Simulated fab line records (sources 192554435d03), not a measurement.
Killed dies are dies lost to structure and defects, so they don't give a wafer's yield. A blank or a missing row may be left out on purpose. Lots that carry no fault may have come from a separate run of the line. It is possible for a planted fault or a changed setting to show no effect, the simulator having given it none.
Split-lot experiment ; flow n5_finfet ; on a route of 1938 steps: 7 lots, 21 wafers read

## THE SPLIT
At N5_GATE_CUT_ALD_22 (deposits SiNx, target thk 16 nm, pulse time 1 s, ald cycles 320), the setting ald_cycles was moved away from the recipe's 320 on 5 of the 21 wafers read, by -15.9% to +7.5%. For the rest of the wafers, this setting stayed at what the recipe calls for.

The split's own step is where the reading is taken.

## THE READING
SiNx_of_GATE_CUT_ALD_22.thk_nm (the simulator's own value, which no gauge read), in nm, at N5_GATE_CUT_ALD_22 (deposits SiNx, target thk 16 nm, pulse time 1 s, ald cycles 320). There is no usual value for it anywhere in the file. Average 16.0 nm, standard deviation 0.1 nm, over the 16 wafers here run with the recipe.

wafer;tool, chamber at the split;ald_cycles as run;against the recipe;SiNx_of_GATE_CUT_ALD_22.thk_nm, nm;against lot-mates on the recipe
L074.1;ald_sin-01, 1;344;+7.5%;17.2;+1.3
L074.3;ald_sin-01, 0;320;recipe;15.8;-
L074.5;ald_sin-01, 3;320;recipe;16;-
L078.2;ald_sin-04, 3,1;320;recipe;16;-
L078.3;ald_sin-04, 3,1;320;recipe;16;-
L078.6;ald_sin-04, 1;320;recipe;15.8;-
L086.2;ald_sin-01, 0,1,3;320;recipe;16;-
L086.4;ald_sin-01, 0,1,3;320;recipe;16;-
L086.6;ald_sin-01, 0,1,3;320;recipe;16;-
L088.3;ald_sin-03, 1,1,2;320;recipe;16;-
L088.5;ald_sin-03, 1,1,2;320;recipe;16;-
L088.6;ald_sin-03, 1,1,2;320;recipe;16;-
L090.2;ald_sin-01, 0;269;-15.9%;13.4;-2.6
L090.4;ald_sin-01, 3;269;-15.9%;13.6;-2.4
L090.6;ald_sin-01, 3;320;recipe;16;-
L091.2;ald_sin-04, 2,0;320;recipe;16.2;-
L091.4;ald_sin-04, 2,0;320;recipe;16.2;-
L091.6;ald_sin-04, 1;320;recipe;16;-
L095.1;ald_sin-04, 1;320;recipe;16;-
L095.3;ald_sin-04, 0;338;+5.6%;17.2;+1.2
L095.5;ald_sin-04, 3;338;+5.6%;17;+1.0
Where a row lists several chambers, the file gives one row for several wafers and doesn't say which wafer went through which chamber.

THE FIT
A straight line over all 21 wafers: SiNx_of_GATE_CUT_ALD_22.thk_nm changes by +0.162 nm for each +1% of ald_cycles; r = +0.99; the points scatter about the line by 0.12 nm.
The same after taking each lot's own level away (the mean of its wafers on the recipe; 21 wafers): +0.163 nm for each +1%; r = +0.99; scatter 0.099 nm.
According to that fit, moving ald_cycles by its largest amount changes the reading by 2.6 nm.
Across the lots, their own levels run from 15.90 to 16.13 nm, a range of 2.3 times the standard deviation given above.
So the lot-to-lot level changes the slope little: the two slopes agree.
Check: with one of the wafers moved furthest among these (-15.9%) left out of the fit, the line predicts -2.54 nm for it against its lot-mates. It came out at -2.6 nm against them.

## THESE WAFERS: OTHER SPLITS
Note: prior to the reading, these wafers also went through further splits. Each is held against what the fit with the lots' levels taken away leaves over:
other split on the same wafers;wafers away from the commonest value;r with SiNx_of_GATE_CUT_ALD_22.thk_nm (lot level and that fit taken away)
N5_SD_EPI_P_EPI_21 epi_growth_time_s;6;+0.06
N5_GATE_CUT_ETCH_56 icp_w;8;-0.16

## FILE'S OWN FIT
SiNx_of_GATE_CUT_ALD_22.thk_nm changes by +0.163 nm for each +1% of ald_cycles, r = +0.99.
